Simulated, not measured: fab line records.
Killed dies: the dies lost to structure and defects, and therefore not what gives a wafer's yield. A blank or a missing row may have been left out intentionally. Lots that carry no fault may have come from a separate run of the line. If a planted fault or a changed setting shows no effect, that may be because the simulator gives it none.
The tool behind it: which one? ; flow nand-harc ; 6 lots with 18 wafers sampled at 4 steps, on a route of 1159 steps

WHAT EACH GAUGE READ, for each wafer
NHARC_A_ONON_D1_THK_MEAS_05: measures by ellipsometry.
lot;measured;on;thk-nm (nm)
L410;day 7 10:56;film-metro-02;991 992 990
L414;day 8 23:41;film-metro-02;495 493 494
L423;day 11 00:07;film-metro-02;1007 1006 1006
L426;day 12 03:01;film-metro-02;1009 1007 1009
L429;day 12 18:37;film-metro-01;1003 1002 1003
L431;day 12 18:37;film-metro-02;996 995 997

WHICH TOOL RAN EACH LOT (tool, then ch and the chambers of the sampled wafers, then the start)
lot;NHARC_P_BONDPAD_STRIP_15;NHARC_A_ZERO_WELL_DESCUM_12;NHARC_A_ONON_D1_DEP_03
L410;rie-diel-11 ch 0,2,3, day 6 09:09;rie-diel-09 ch 1,2, day 6 12:36;pecvd-onon-02 ch 0, day 7 10:29
L414;rie-diel-08 ch 0,1, day 7 19:19;rie-diel-03 ch 0,1, day 7 23:02;pecvd-onon-02 ch 0, day 8 23:21
L423;rie-diel-08 ch 0,1,3, day 9 21:50;rie-diel-09 ch 0,1,3, day 10 01:29;pecvd-onon-01 ch 0, day 10 23:37
L426;rie-diel-08 ch 0,1, day 10 22:57;rie-diel-03 ch 0,2,3, day 11 02:44;pecvd-onon-02 ch 0, day 12 02:30
L429;rie-diel-08 ch 0,1,3, day 11 13:32;rie-diel-03 ch 0,1,2, day 11 17:12;pecvd-onon-02 ch 0, day 12 18:10
L431;rie-diel-08 ch 0,2,3, day 11 18:12;rie-diel-01 ch 0,2,3, day 11 21:55;pecvd-onon-01 ch 0, day 12 18:07
- NHARC_P_BONDPAD_STRIP_15: strips in O2.
- NHARC_A_ZERO_WELL_DESCUM_12: chemistry O2, time 3 s.
- NHARC_A_ONON_D1_DEP_03: target thk 1000 nm.

THE ANSWER, worked out from the rows above alone
Rule: the usual values come from the lots themselves. Put in order of their means at a reading, lots are off if they are a third of the lots or fewer, leave a main group of 4 or more, and stand apart from it by a gap of 3 or more times the standard deviation of the main group's means; of several such gaps the widest counts. If all means in a main group match to the digits the tables above print for the reading, that group is not used. A lot without any number at a reading at which 4 lots or more have one is off too. The other lots that the step has rows for count as sound.
Off, at NHARC_A_ONON_D1_THK_MEAS_05 on thk-nm: L414. The main group: mean 1001 nm, standard deviation 6.5.
If a tool, at a process step before that reading, ran all the lots that are off and no sound lot after the first of them, it fits. Gauges at NHARC_A_ONON_D1_THK_MEAS_05: tried the same way as those tools. No candidate that was tried fits.

WHAT THE SIMULATOR HAD INSERTED
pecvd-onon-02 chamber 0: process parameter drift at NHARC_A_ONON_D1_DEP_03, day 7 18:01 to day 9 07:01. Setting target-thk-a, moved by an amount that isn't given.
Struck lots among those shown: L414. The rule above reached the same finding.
